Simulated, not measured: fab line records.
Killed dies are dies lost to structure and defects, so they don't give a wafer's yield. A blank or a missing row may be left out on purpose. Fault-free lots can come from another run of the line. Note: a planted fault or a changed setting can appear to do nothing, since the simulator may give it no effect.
Chamber matching | flow n5-finfet | N5_MOL_CONTACT_COAG_ETCH_124 on rie-diel-05: 4 sister chambers
The step etches SiNx in CH3F/O2, stops on SiOC, target depth 6.5 nm. 16 wafers are shown with their chamber, then 8 later ones without.

## WAFERS PAIRED WITH THEIR CHAMBERS
wafer  | chamber | rf-vpp-V (V) | showerhead-plenum-p-Torr (Torr) | drypump-motor-current-A (A)
L076.2 | 0       | 297          | 1.93                            | 5.5
L076.3 | 3       | 304          | 1.95                            | 5.7
L076.5 | 0       | 297          | 1.93                            | 5.5
L083.4 | 1       | 286          | 1.98                            | 5.5
L083.5 | 0       | 298          | 1.93                            | 5.4
L083.6 | 1       | 286          | 1.98                            | 5.5
L086.2 | 2       | 301          | 2.13                            | 6.5
L086.4 | 0       | 297          | 1.93                            | 5.4
L086.5 | 2       | 301          | 2.13                            | 6.5
L090.3 | 0       | 296          | 1.93                            | 5.5
L090.4 | 3       | 303          | 1.95                            | 5.7
L090.6 | 3       | 303          | 1.95                            | 5.8
L094.2 | 3       | 303          | 1.94                            | 5.7
L094.3 | 0       | 297          | 1.92                            | 5.4
L094.6 | 0       | 296          | 1.92                            | 5.5
L095.1 | 2       | 301          | 2.12                            | 6.5

SIGNATURES, as means of the wafers listed above
reading                  | chamber 0 | chamber 1 | chamber 2 | chamber 3 | scatter within a chamber
rf-vpp-V                 | 296.86    | 286.00    | 301.00    | 303.25    | 0.548
showerhead-plenum-p-Torr | 1.9271    | 1.9800    | 2.1267    | 1.9475    | 0.00487
drypump-motor-current-A  | 5.457     | 5.500     | 6.500     | 5.725     | 0.0453
Rule: a wafer lies at a distance from a chamber equal to the root of the sum of squares, over the readings, of (its reading less the chamber's mean, divided by the reading's scatter). The wafer belongs to the nearest chamber; if the next one is less than 2 further off, it can't be placed. The scatter: the root of (the sum of the squares of (reading less its chamber's mean) over the shown wafers, divided by (wafers less chambers)).

## WAFERS WITH NO CHAMBER GIVEN
wafer  | rf-vpp-V (V) | showerhead-plenum-p-Torr (Torr) | drypump-motor-current-A (A)
L095.3 | 297          | 1.92                            | 5.5
L095.5 | 300          | 2.13                            | 6.4
L096.1 | 302          | 1.94                            | 5.7
L096.2 | 300          | 2.12                            | 6.5
L096.5 | 301          | 2.12                            | 6.5
L097.1 | 302          | 1.94                            | 5.8
L097.2 | 287          | 1.98                            | 5.4
L097.4 | 301          | 2.12                            | 6.5

## THE CHAMBER EACH PASSED THROUGH
wafer  | from the rows above | in truth
L095.3 | 0                   | 0
L095.5 | 2                   | 2
L096.1 | 3                   | 3
L096.2 | 2                   | 2
L096.5 | 2                   | 2
L097.1 | 3                   | 3
L097.2 | 1                   | 1
L097.4 | 2                   | 2
Placed correctly: 8 of 8. Left unplaced by these rows: 0. Wrongly placed: 0.
